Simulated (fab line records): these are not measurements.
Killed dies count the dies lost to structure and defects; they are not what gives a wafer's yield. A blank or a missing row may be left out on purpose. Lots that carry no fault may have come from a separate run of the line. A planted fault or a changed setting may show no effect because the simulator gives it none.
Matching of chambers || flow nandHarc || NHARC_A_M1_CMP_23 on cmp-04 has 4 sister chambers
The step polishes, t overpolish 20 s, target thk 154.34 nm. 4 wafers are shown with their chamber, then 9 later ones without.

== EACH WAFER AND ITS CHAMBER ==
{"wafer": "L290.3", "chamber": 0, "motorCurrentA (A)": 15.2}
{"wafer": "L296.6", "chamber": 3, "motorCurrentA (A)": 11.7}
{"wafer": "L298.2", "chamber": 1, "motorCurrentA (A)": 14.8}
{"wafer": "L298.5", "chamber": 2, "motorCurrentA (A)": 11.8}

== WAFERS WITHOUT THEIR CHAMBER ==
{"wafer": "L301.1", "motorCurrentA (A)": 11.7}
{"wafer": "L301.3", "motorCurrentA (A)": 14.6}
{"wafer": "L301.5", "motorCurrentA (A)": 15.1}
{"wafer": "L304.2", "motorCurrentA (A)": 11.6}
{"wafer": "L304.3", "motorCurrentA (A)": 14.9}
{"wafer": "L304.6", "motorCurrentA (A)": 11.9}
{"wafer": "L305.1", "motorCurrentA (A)": 11.6}
{"wafer": "L305.3", "motorCurrentA (A)": 14.2}
{"wafer": "L305.5", "motorCurrentA (A)": 15.4}

== WHICH CHAMBER EACH WENT THROUGH ==
{"wafer": "L301.1", "from the rows above": "can't be placed: 3 or 2", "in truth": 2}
{"wafer": "L301.3", "from the rows above": "can't be placed: 1 or 0", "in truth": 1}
{"wafer": "L301.5", "from the rows above": "can't be placed: 0 or 1", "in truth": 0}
{"wafer": "L304.2", "from the rows above": "can't be placed: 3 or 2", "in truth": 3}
{"wafer": "L304.3", "from the rows above": "can't be placed: 1 or 0", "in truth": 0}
{"wafer": "L304.6", "from the rows above": "can't be placed: 2 or 3", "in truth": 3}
{"wafer": "L305.1", "from the rows above": "can't be placed: 3 or 2", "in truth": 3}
{"wafer": "L305.3", "from the rows above": "can't be placed: 1 or 0", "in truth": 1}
{"wafer": "L305.5", "from the rows above": "can't be placed: 0 or 1", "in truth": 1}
Correctly placed: 0 of 9. Cannot be placed on the basis of these rows: 9; the candidates contain the true chamber in 9. Placed wrongly: 0.
How it was worked out, from the rows above alone: a wafer's distance from a chamber is the root of the sum, over the readings, of the square of ((its reading less the chamber's mean) divided by the reading's scatter). If the next closest chamber is less than 2 further off than the closest, the wafer can't be placed; otherwise it belongs to the closest. A chamber's mean is the mean of its shown wafers. The scatter: with one shown wafer a chamber, the root of the mean of the squares of how far each hidden wafer lies from its nearest shown one.
